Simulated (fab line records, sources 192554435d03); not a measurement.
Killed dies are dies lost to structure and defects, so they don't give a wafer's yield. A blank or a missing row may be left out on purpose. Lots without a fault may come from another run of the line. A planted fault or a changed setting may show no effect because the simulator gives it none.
Which tool did it? | flow n5_finfet | 12 lots, 36 wafers sampled, at 6 steps of a route of 1938

WHAT THE GAUGES READ, wafer by wafer
N5_BEOL_M0_SAQP_CD_MEAS_29: target cd 14.4 nm.
lot  | measured     | on        | cd_nm (nm)
L075 | day 6 00:49  | cd_sem-02 | 14.84 14.94 14.89
L077 | day 6 07:14  | cd_sem-02 | 15.13 15.02 14.97
L079 | day 6 23:20  | cd_sem-02 | 14.65 15.52 14.61
L081 | day 7 07:23  | cd_sem-02 | 15.03 14.85 14.97
L083 | day 8 00:03  | cd_sem-01 | 15.41 14.83 14.84
L085 | day 8 11:50  | cd_sem-03 | 14.85 15.48 15.02
L087 | day 9 00:37  | cd_sem-02 | 14.93 15.10 14.96
L089 | day 9 10:44  | cd_sem-01 | 14.99 14.81 14.70
L091 | day 10 00:11 | cd_sem-03 | 14.97 15.06 15.03
L093 | day 10 08:36 | cd_sem-02 | 15.10 15.08 14.43
L096 | day 11 01:02 | cd_sem-02 | 15.23 14.77 14.82
L097 | day 11 07:09 | cd_sem-03 | 14.89 15.14 14.77

WHICH TOOL RAN EACH LOT (tool, then ch and the chambers of the sampled wafers, then the start)
lot  | N5_MOL_CONTACT_COAG_ETCH_65        | N5_MOL_CONTACT_COAG_CMP_52    | N5_BEOL_M0_SAQP_DESCUM_19          | N5_BEOL_M0_SAQP_RECESS_114         | N5_BEOL_M0_SAQP_SPACER1_ALD_98
L075 | rie_diel-03 ch 0,1,3, day 5 14:34  | cmp-01 ch 0,1,3, day 5 15:54  | rie_diel-02 ch 0,3, day 5 21:30    | vapor_etch-02 ch 0,1, day 5 22:01  | ald_sin-04 ch 0,1,3, day 5 22:23
L077 | rie_diel-03 ch 1,2,3, day 5 22:02  | cmp-02 ch 0,2,3, day 5 23:18  | rie_diel-06 ch 1,3, day 6 03:50    | vapor_etch-02 ch 0, day 6 04:21    | ald_sin-04 ch 1,2,3, day 6 04:44
L079 | rie_diel-01 ch 0,2,3, day 6 11:13  | cmp-01 ch 1,2,3, day 6 13:04  | rie_diel-04 ch 0,3, day 6 19:46    | vapor_etch-02 ch 0,1, day 6 20:16  | ald_sin-01 ch 0,1,3, day 6 20:40
L081 | rie_diel-05 ch 0,1,3, day 6 20:55  | cmp-03 ch 0,1,3, day 6 22:15  | rie_diel-02 ch 0,2,3, day 7 03:52  | vapor_etch-01 ch 0,1, day 7 04:28  | ald_sin-03 ch 0,1,2, day 7 04:52
L083 | rie_diel-05 ch 0,2,3, day 7 11:58  | cmp-03 ch 1,2,3, day 7 13:17  | rie_diel-04 ch 1,2, day 7 19:56    | vapor_etch-01 ch 0,1, day 7 20:34  | ald_sin-01 ch 0,1, day 7 20:58
L085 | rie_diel-05 ch 0,1,2, day 8 01:35  | cmp-03 ch 1,2, day 8 02:49    | rie_diel-06 ch 1,2, day 8 07:34    | vapor_etch-01 ch 0,1, day 8 08:12  | ald_sin-01 ch 1,2,3, day 8 08:28
L087 | rie_diel-03 ch 0,1,2, day 8 11:49  | cmp-01 ch 0,3, day 8 13:24    | rie_diel-04 ch 1,2,3, day 8 19:05  | vapor_etch-02 ch 0,1, day 8 19:36  | ald_sin-03 ch 2,3, day 8 22:04
L089 | rie_diel-03 ch 1,2, day 9 00:44    | cmp-03 ch 0,2, day 9 02:25    | rie_diel-06 ch 1,2,3, day 9 07:25  | vapor_etch-02 ch 0,1, day 9 07:55  | ald_sin-04 ch 2,3, day 9 08:18
L091 | rie_diel-01 ch 0,1,2, day 9 13:47  | cmp-02 ch 0,1,2, day 9 15:04  | rie_diel-04 ch 1,2, day 9 20:31    | vapor_etch-02 ch 0,1, day 9 21:01  | ald_sin-04 ch 2,3, day 9 21:24
L093 | rie_diel-05 ch 0,2,3, day 9 22:06  | cmp-03 ch 0,2,3, day 9 23:29  | rie_diel-02 ch 0,1,2, day 10 05:05 | vapor_etch-02 ch 0,1, day 10 05:36 | ald_sin-03 ch 0,2,3, day 10 05:59
L096 | rie_diel-01 ch 0,2,3, day 10 14:14 | cmp-01 ch 0,1, day 10 15:31   | rie_diel-02 ch 0,1,2, day 10 20:35 | vapor_etch-02 ch 0,1, day 10 21:05 | ald_sin-03 ch 1,3, day 10 21:28
L097 | rie_diel-01 ch 0,1,3, day 10 21:02 | cmp-01 ch 0,2,3, day 10 22:22 | rie_diel-06 ch 1,2, day 11 03:28   | vapor_etch-02 ch 0, day 11 03:58   | ald_sin-03 ch 1,2,3, day 11 04:23
- N5_MOL_CONTACT_COAG_ETCH_65: etches underlayer in N2/H2, target depth 13 nm, time 10.4 s.
- N5_MOL_CONTACT_COAG_CMP_52: polishes, stops on SiO2, t overpolish 1.5 s, target thk 66.5 nm.
- N5_BEOL_M0_SAQP_DESCUM_19: chemistry O2, time 7.9 s.
- N5_BEOL_M0_SAQP_RECESS_114: chemistry HF/NH3, target SiO2, target depth 14.4 nm, afs cycles 3, sublimation time 60 s.
- N5_BEOL_M0_SAQP_SPACER1_ALD_98: deposits SiO2, target thk 12.8 nm, pulse time 1 s, purge time 2 s.

THE ANSWER, worked out from the rows above alone
Rule: what is usual is taken from the lots themselves. Put in order of their means at a reading, lots are off if they are a third of the lots or fewer, leave a main group of 4 or more, and stand apart from it by a gap of 3 or more times the standard deviation of the main group's means; of several such gaps the widest counts. A main group whose means are all the same, to the digits that the tables above print for the reading, isn't used. A lot without any number at a reading at which 4 lots or more have one is off too. The other lots that the step has rows for count as sound.
No lot is off at any reading shown: from this, nothing can be told.

WHAT THE SIMULATOR HAD PUT IN
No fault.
